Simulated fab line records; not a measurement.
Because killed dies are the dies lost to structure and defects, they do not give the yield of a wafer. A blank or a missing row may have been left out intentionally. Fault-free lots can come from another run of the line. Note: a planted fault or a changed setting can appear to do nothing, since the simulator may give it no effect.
What tool caused it? | flow nand-harc | Sampling: 14 lots, 42 wafers, 4 of 1159 route steps

== WHAT THE GAUGES SHOWED, per wafer ==
NHARC_THIN_TSV_CD_MEAS_12 targets a cd of 1000 nm. Usual: cd-nm 999.5 nm, standard deviation 2.2.
lot  | measured     | on        | cd-nm (nm)           | flag
L125 | day 19 06:29 | cd-sem-01 | 999.4 999.4 1002.4   |
L126 | day 19 07:39 | cd-sem-02 | 999.3 1001.1 1000.5  |
L127 | day 19 16:11 | cd-sem-02 | 995.2 995.9 996.9    |
L128 | day 20 04:08 | cd-sem-01 | 1001.4 1002.0 1000.3 |
L132 | day 20 12:08 | cd-sem-03 | 1001.5 1005.6 1002.6 |
L131 | day 20 13:14 | cd-sem-03 | 1000.5 999.5 1001.1  |
L130 | day 20 17:07 | cd-sem-01 | 1000.6 998.4 1000.7  |
L134 | day 21 03:27 | cd-sem-02 | 998.7 998.9 1003.0   |
L133 | day 21 04:36 | cd-sem-03 | 998.8 1003.8 1000.3  |
L139 | day 22 16:56 | cd-sem-02 | 997.3 995.2 997.9    |
L141 | day 22 18:09 | cd-sem-01 | 996.5 997.6 998.3    |
L145 | day 23 12:45 | cd-sem-02 | 999.3 999.6 1001.3   |
L146 | day 23 13:48 | cd-sem-03 | 999.6 1001.9 1001.3  |
L147 | day 25 01:21 | cd-sem-03 | 995.6 998.9 1000.8   |

NHARC_THIN_TSV_INSPECT_40. Usual: raw-defect-count 472, standard deviation 83.
lot  | measured     | on                | raw-defect-count | flag
L125 | day 19 16:22 | defect-inspect-02 | 317 326 295      |
L126 | day 19 19:28 | defect-inspect-01 | 460 400 393      |
L127 | day 20 04:49 | defect-inspect-02 | 467 425 321      |
L128 | day 20 16:33 | defect-inspect-02 | 479 529 513      |
L132 | day 21 00:10 | defect-inspect-02 | 479 431 551      |
L131 | day 21 00:11 | defect-inspect-02 | 395 460 495      |
L130 | day 21 05:00 | defect-inspect-02 | 599 567 585      |
L134 | day 21 15:58 | defect-inspect-02 | 428 347 457      |
L133 | day 21 15:58 | defect-inspect-02 | 375 530 362      |
L139 | day 23 05:03 | defect-inspect-01 | 547 545 377      |
L141 | day 23 05:03 | defect-inspect-02 | 415 418 431      |
L145 | day 24 01:34 | defect-inspect-01 | 458 645 519      |
L146 | day 24 01:34 | defect-inspect-02 | 383 373 476      |
L147 | day 25 11:45 | defect-inspect-01 | 558 454 635      |

== TOOL THAT RAN EACH LOT (tool first, then ch and the chambers of the sampled wafers, then the start) ==
lot  | NHARC_THIN_TSV_ETCHBACK_48         | NHARC_THIN_TSV_DEVELOP_32
L125 | rie-diel-05 ch 0,1,3, day 19 08:48 | litho-track-07 ch 0, day 19 12:00
L126 | rie-diel-10 ch 0,1,3, day 19 09:53 | litho-track-03 ch 0, day 19 13:00
L127 | rie-diel-11 ch 0,1,2, day 19 18:41 | litho-track-07 ch 0, day 19 22:00
L128 | rie-diel-11 ch 2,3, day 20 07:05   | litho-track-03 ch 0, day 20 10:00
L132 | rie-diel-05 ch 0,2, day 20 14:33   | litho-track-07 ch 0, day 20 18:00
L131 | rie-diel-05 ch 0,3, day 20 15:32   | litho-track-03 ch 0, day 20 18:00
L130 | rie-diel-11 ch 0,1,3, day 20 19:22 | litho-track-02 ch 0, day 20 23:00
L134 | rie-diel-10 ch 0,2,3, day 21 05:49 | litho-track-07 ch 0, day 21 09:00
L133 | rie-diel-05 ch 1,3, day 21 07:14   | litho-track-02 ch 0, day 21 10:00
L139 | rie-diel-10 ch 0,1,3, day 22 19:37 | litho-track-03, day 22 23:00
L141 | rie-diel-11 ch 0,2, day 22 20:31   | litho-track-03, day 23 00:00
L145 | rie-diel-10 ch 0,1, day 23 15:50   | litho-track-02 ch 0, day 23 19:00
L146 | rie-diel-05 ch 0,2,3, day 23 16:55 | litho-track-07 ch 0, day 23 21:00
L147 | rie-diel-10 ch 1,2,3, day 25 03:37 | litho-track-02 ch 0, day 25 07:00
- NHARC_THIN_TSV_ETCHBACK_48: etches the open film in C4F8/Ar, target depth 1028.5 nm, time 405.17 s.
- NHARC_THIN_TSV_DEVELOP_32: time 70 s.

== WHAT THE TOOLS THEMSELVES READ (means of the sampled wafers that have a number; where no wafer has one, the mark that the record gives instead) ==
NHARC_THIN_TSV_ETCHBACK_48. Usual: oes-product-au 0.943 a.u., standard deviation 0.03; rf-vpp-V 548 V, standard deviation 3.7.
lot  | tool        | oes-product-au (a.u.) | rf-vpp-V (V) | flag
L125 | rie-diel-05 | 1.001                 | 546          |
L126 | rie-diel-10 | 0.993                 | 546          |
L127 | rie-diel-11 | 0.938                 | 548          |
L128 | rie-diel-11 | 0.993                 | 552          |
L132 | rie-diel-05 | 0.920                 | 550          |
L131 | rie-diel-05 | 0.924                 | 546          |
L130 | rie-diel-11 | 0.930                 | 548          |
L134 | rie-diel-10 | 0.933                 | 547          |
L133 | rie-diel-05 | 0.922                 | 544          |
L139 | rie-diel-10 | 0.951                 | 545          |
L141 | rie-diel-11 | 0.929                 | 550          |
L145 | rie-diel-10 | 0.976                 | 545          |
L146 | rie-diel-05 | 0.960                 | 547          |
L147 | rie-diel-10 | 0.919                 | 548          |

NHARC_THIN_TSV_DEVELOP_32. Usual: chill-plate-temp-C 23.01 C, standard deviation 0.11; exhaust-pa 45.0 Pa, standard deviation 0.91.
lot  | tool           | chill-plate-temp-C (C) | exhaust-pa (Pa) | flag
L125 | litho-track-07 | 23.13                  | 45.3            |
L126 | litho-track-03 | 22.90                  | 44.5            |
L127 | litho-track-07 | 22.96                  | 44.3            |
L128 | litho-track-03 | 23.01                  | 44.0            |
L132 | litho-track-07 | 22.94                  | 45.2            |
L131 | litho-track-03 | 23.08                  | 44.2            |
L130 | litho-track-02 | 23.00                  | 45.5            |
L134 | litho-track-07 | 23.05                  | 44.2            |
L133 | litho-track-02 | 23.03                  | 43.9            |
L139 | litho-track-03 | -                      | -               | OFF
L141 | litho-track-03 | -                      | -               | OFF
L145 | litho-track-02 | 22.93                  | 44.0            |
L146 | litho-track-07 | 23.10                  | 45.3            |
L147 | litho-track-02 | 23.08                  | 44.1            |

== THE ANSWER, worked out from the rows above alone ==
Rule: take the mean of a lot's wafers that have a number; if it is more than 3 standard deviations from the usual mean, the lot is off. A lot without any number at a reading at which 4 lots or more have one is off too. The other lots that the step has rows for count as sound. First the gauges in route order, then the tools' own readings, where a lot's mean is used as printed above. At the first step where some lot is off, the reading lying furthest off is the one used; lots without a number count as furthest.
Off, at NHARC_THIN_TSV_DEVELOP_32 on chill-plate-temp-C: L139, L141. Without a number there: L139, L141.
A tool fits if, at that step or a process step before it, it ran every lot that is off, and no sound lot after the first of them. One fits: litho-track-03 at NHARC_THIN_TSV_DEVELOP_32. Its last sound lot is L131 (day 20 18:00), its first lot that is off L139 (day 22 23:00): a fault that began between those two fits.
Blank at NHARC_THIN_TSV_DEVELOP_32 on the lots that are off, where sound lots have numbers: chill-plate-temp-C, exhaust-pa.

== WHAT HAD BEEN PUT IN BY THE SIMULATOR ==
At NHARC_THIN_TSV_DEVELOP_32, the step was skipped entirely on litho-track-03 from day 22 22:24 on. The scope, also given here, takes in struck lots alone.
Lots struck among those shown: L139, L141. Same finding as the rule above.
